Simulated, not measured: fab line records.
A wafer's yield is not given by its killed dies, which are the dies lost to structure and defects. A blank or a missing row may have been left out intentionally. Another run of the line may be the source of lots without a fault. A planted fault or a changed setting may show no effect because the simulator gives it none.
Chamber matching | flow nand harc | NHARC_A_STAIRCASE_TRIM_187 on rie diel-07 has 4 sister chambers
The step chemistry O2, time 211.2 s. 4 wafers are shown with their chamber, then 8 later ones without.

## EACH WAFER AND ITS CHAMBER
wafer  | chamber | drypump motor current A (A)
L080.6 | 0       | 6.3
L085.2 | 1       | 5.7
L085.4 | 2       | 6.7
L091.2 | 3       | 5.3

## WAFERS WITHOUT THEIR CHAMBER
wafer  | drypump motor current A (A)
L091.5 | 5.3
L091.6 | 6.7
L096.2 | 5.4
L096.4 | 5.7
L096.5 | 6.3
L095.2 | 6.7
L095.4 | 5.4
L095.5 | 5.7

## THE CHAMBER EACH PASSED THROUGH
wafer  | from the rows above | in truth
L091.5 | 3                   | 3
L091.6 | 2                   | 2
L096.2 | 3                   | 3
L096.4 | 1                   | 1
L096.5 | 0                   | 0
L095.2 | 2                   | 2
L095.4 | 3                   | 3
L095.5 | 1                   | 1
Correct placement for 8 of the 8. Can't be placed from these rows: 0. 0 placed wrongly.
How it was worked out, from the rows above alone: a wafer's distance from a chamber is the root of the sum, over the readings, of the square of ((its reading less the chamber's mean) divided by the reading's scatter). If the next closest chamber is less than 2 further off than the closest, the wafer can't be placed; otherwise it belongs to the closest. The mean given for a chamber averages the wafers shown for that chamber. The scatter: root of mean squared gap, hidden wafer to nearest shown wafer, with one shown wafer a chamber.
